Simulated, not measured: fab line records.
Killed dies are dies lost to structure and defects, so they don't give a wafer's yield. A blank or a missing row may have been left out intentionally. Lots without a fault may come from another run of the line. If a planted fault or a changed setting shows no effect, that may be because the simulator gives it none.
Lot-split experiment -- flow n5Finfet -- route with 1938 steps; 7 lots, 21 wafers read

THE SPLIT
At N5_FIN_SAQP_PECVD_06 (deposits a-Si from SiH4/He, target thk 60 nm, time 48.1 s), the setting timeS was moved away from the recipe's 48.1 s on 9 of the 21 wafers read, by -11.1% to -3.9%. All remaining wafers had this setting at the recipe value.

FROM THE SPLIT TO THE READING: what the file shows between them, 10 steps
- N5_FIN_SAQP_THK_MEAS_07
- N5_FIN_SAQP_HM_DEP_72: deposits SiO2 from SiH4/N2O, target thk 12 nm, time 7.2 s
- N5_FIN_SAQP_COAT_49: time 60 s, resist thk 100 nm
- N5_FIN_SAQP_HM_OPEN_73: chemistry CHF3/O2, target SiO2, stops on a-Si, target depth 12 nm, time 16.8 s
- N5_FIN_SAQP_STRIP_74: strips in CHF3/O2
- N5_FIN_SAQP_MANDREL_ETCH_22: etches a-Si in HBr/Cl2, stops on SiNx, target depth 60 nm, bt time 10 s, time 30 s
- N5_FIN_SAQP_STRIP_55: strips in N2/H2
- N5_FIN_SAQP_STRIP_23: strips in SPM, time 750 s
- N5_FIN_SAQP_SRD_66: time 30 s
- N5_FIN_SAQP_RECESS_75: chemistry HF/NH3, target SiO2, target depth 14.4 nm, afs cycles 3, sublimation time 60 s

THE READING
a-Si_of_FIN_SAQP_PECVD_06.thkNm (the simulator's own value, which no gauge read), in nm, at N5_FIN_SAQP_SPACER1_ALD_24 (deposits SiO2, target thk 20.3 nm, pulse time 1 s, purge time 2 s). The file gives no usual value for it. Across the 12 wafers here that went through the recipe, the average is 59.7 nm and the standard deviation 0.88 nm.

wafer,"tool, chamber at the split","timeS as run, s",against the recipe,"a-Si_of_FIN_SAQP_PECVD_06.thkNm, nm",against lot-mates on the recipe
L074.1,"pecvd-02, 2",42.75,-11.1%,52.2,-8.0
L074.2,"pecvd-02, 0",42.75,-11.1%,52,-8.2
L074.6,"pecvd-02, 0",48.1,recipe,60.2,-
L076.1,"pecvd-02, 2",46.21,-3.9%,56,no lot-mate on the recipe
L076.3,"pecvd-02, 1",46.21,-3.9%,58,no lot-mate on the recipe
L076.6,"pecvd-02, 1",46.21,-3.9%,57.2,no lot-mate on the recipe
L079.2,"pecvd-01, 2",48.1,recipe,58.4,-
L079.4,"pecvd-01, 0",45.78,-4.8%,56.4,-2.6
L079.6,"pecvd-01, 0",48.1,recipe,59.6,-
L081.3,"pecvd-01, 2",48.1,recipe,60.2,-
L081.4,"pecvd-01, 0",48.1,recipe,60.6,-
L081.6,"pecvd-01, 2",48.1,recipe,60.6,-
L094.1,"pecvd-03, 0",45.21,-6.0%,54.6,-4.3
L094.3,"pecvd-03, 1",48.1,recipe,58.2,-
L094.6,"pecvd-03, 1",48.1,recipe,59.6,-
L095.1,"pecvd-01, 0",48.1,recipe,59.6,-
L095.4,"pecvd-01, 0",48.1,recipe,60.8,-
L095.5,"pecvd-01, 2",48.1,recipe,60.2,-
L097.1,"pecvd-03, 0",48.1,recipe,58.4,-
L097.2,"pecvd-03, 1",44.11,-8.3%,54.8,-3.6
L097.5,"pecvd-03, 0",44.11,-8.3%,54.8,-3.6

FIT RESULTS
A straight line over all 21 wafers: a-Si_of_FIN_SAQP_PECVD_06.thkNm changes by +0.666 nm for each +1% of timeS; r = +0.95; the points scatter about the line by 0.84 nm.
The same after taking each lot's own level away (the mean of its wafers on the recipe; 18 wafers): +0.633 nm for each +1%; r = +0.96; scatter 0.81 nm.
According to that fit, moving timeS by its largest amount changes the reading by 7 nm.
The lots' own levels span 58.40 to 60.47 nm, that is 2.4 times the standard deviation above.
Hence the lot-to-lot level has little effect on the slope; both slopes agree.
Check: for one of the wafers moved furthest among these (-11.1%), held out of the fit, the line's prediction against its lot-mates is -6.58 nm. Against them it came out at -8 nm.

THE WHOLE CHAIN: every reading that the file lists as answering this split, in the file's order
step,what it does,reading,change (the file's fit),r (the file's)
N5_FIN_SAQP_PECVD_06,"deposits a-Si from SiH4/He, target thk 60 nm, time 48.1 s","a-Si_of_FIN_SAQP_PECVD_06.thkNm (the simulator's own value, which no gauge read)",+0.623 nm for each +1% of the setting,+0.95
N5_FIN_SAQP_THK_MEAS_07,,thkNm,withheld for each +1% of the setting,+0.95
N5_FIN_SAQP_MANDREL_ETCH_22,"etches a-Si in HBr/Cl2, stops on SiNx, target depth 60 nm, bt time 10 s, time 30 s","etch.depthNm (the simulator's own value, which no gauge read)",+0.624 nm for each +1% of the setting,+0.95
N5_FIN_SAQP_SPACER1_ALD_24,"deposits SiO2, target thk 20.3 nm, pulse time 1 s, purge time 2 s","a-Si_of_FIN_SAQP_PECVD_06.thkNm (the simulator's own value, which no gauge read)",+0.629 nm for each +1% of the setting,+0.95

FILE'S OWN FIT
a-Si_of_FIN_SAQP_PECVD_06.thkNm changes by +0.629 nm for each +1% of timeS, r = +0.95.
